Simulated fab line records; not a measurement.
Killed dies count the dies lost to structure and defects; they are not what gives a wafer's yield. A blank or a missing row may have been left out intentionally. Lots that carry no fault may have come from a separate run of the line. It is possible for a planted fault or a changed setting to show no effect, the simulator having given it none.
A struck lot beside a sound one ; flow n5Finfet ; 15 steps out of a route of 1938
Sound: these wafers, L891.3, L891.4, L891.5. Struck: wafer L897.4; the same lot's L897.5 was not struck, so it is left out; see the end for the cause.
Each step with rows lists, per side, the tool, then ch with its chambers, then its first start. Under that, the readings that differ: sound wafers ; struck wafers ; difference of the means ; sigmas: that difference in standard deviations of wafers without a fault.
alike: words and numbers the same on both sides, and readings whose means are apart by under 2 such deviations; not compared: readings that were withheld, readings missing a value for some wafer, numbers with overlapping values and no deviation given by the record, and bounds like >300 which may hide the same value.
The two part at a step that has a row with sigmas, a row that says differs or no value, or rows on one side only. When numbers do not overlap yet have no deviation, they are printed without sigmas and do not part them. Lack of a reading on every wafer of one side parts them only where that side has two or more wafers.

N5_WELL_APT_OVL_MEAS_09:
  sound on overlay-01 ch 0, day 4 07:50; struck on overlay-01 ch 0, day 5 19:55
  alike: NWELL_OVL
N5_WELL_APT_INSPECT_10: inspects for defects (macro).
  sound: defectInspect-01 at day 4 07:52; struck: defectInspect-01 at day 5 19:57
  alike: rawDefectCount
N5_WELL_APT_DESCUM_13: chemistry O2, time 7.9 s.
  sound on rieDiel-02 ch 1,3, day 4 07:54; struck on rieDiel-04 ch 1, day 5 19:59
reading;sound;struck;difference;sigmas
oesProductAu (a.u.);0.80 0.76 0.76;0.95;+0.18;+3
  alike: biasPowerW, chamberPressureMTorr, drypumpMotorCurrentA, rfVppV, showerheadPlenumPTorr, throttleValvePct
  not compared: rfHoursCounterH
then, 9 steps without rows for these wafers: N5_WELL_APT_IMPLANT_14; N5_WELL_APT_IMPLANT_15; N5_WELL_APT_STRIP_16 (strips in SPM, time 900 s); N5_WELL_APT_HMDS_18 (time 60 s); N5_WELL_APT_COAT_19 (resist thk 950 nm); N5_WELL_APT_EBR_21; N5_WELL_APT_SOFTBAKE_20 (time 60 s); N5_WELL_APT_EXPOSE_22 (exposes mask PWELL, defocus 0 nm, target cd 200 nm); N5_WELL_APT_PEB_23 (peb time 90 s).
N5_WELL_APT_DEVELOP_24: develop time 45 s.
  sound on lithoTrack-04 ch 0, day 4 08:49; struck on lithoTrack-04 ch 0, day 5 20:54
reading;sound;struck;difference;sigmas
model.WELL_APT.cdNm (nm);199.4 200.1 200.7;200.9;+0.8;
  alike: developerTempC
then, 1 step without rows for these wafers: N5_WELL_APT_HARDBAKE_29 (time 120 s).
-- the record jumps here: 11 days lie between the struck wafers' starts before and after (it left off in module WELL_APT and takes up again in module BEOL_M4, whose first step shown is number 1111 of the route) --
N5_BEOL_M4_RC_MEAS_101:
  sound on prober-01 ch 0, day 14 12:25; struck on prober-01 ch 0, day 16 16:45
  alike: DIBL_N, DIBL_P, IOFF_N, IOFF_P, ION_N, ION_P, SS_N, SS_P, VT_N, VT_P

## WHERE THEY PART
N5_WELL_APT_DESCUM_13 only, going by this record. Later steps at which nothing parts them and some readings are alike: N5_WELL_APT_DEVELOP_24, N5_BEOL_M4_RC_MEAS_101.

WHY: what had been put in by the simulator
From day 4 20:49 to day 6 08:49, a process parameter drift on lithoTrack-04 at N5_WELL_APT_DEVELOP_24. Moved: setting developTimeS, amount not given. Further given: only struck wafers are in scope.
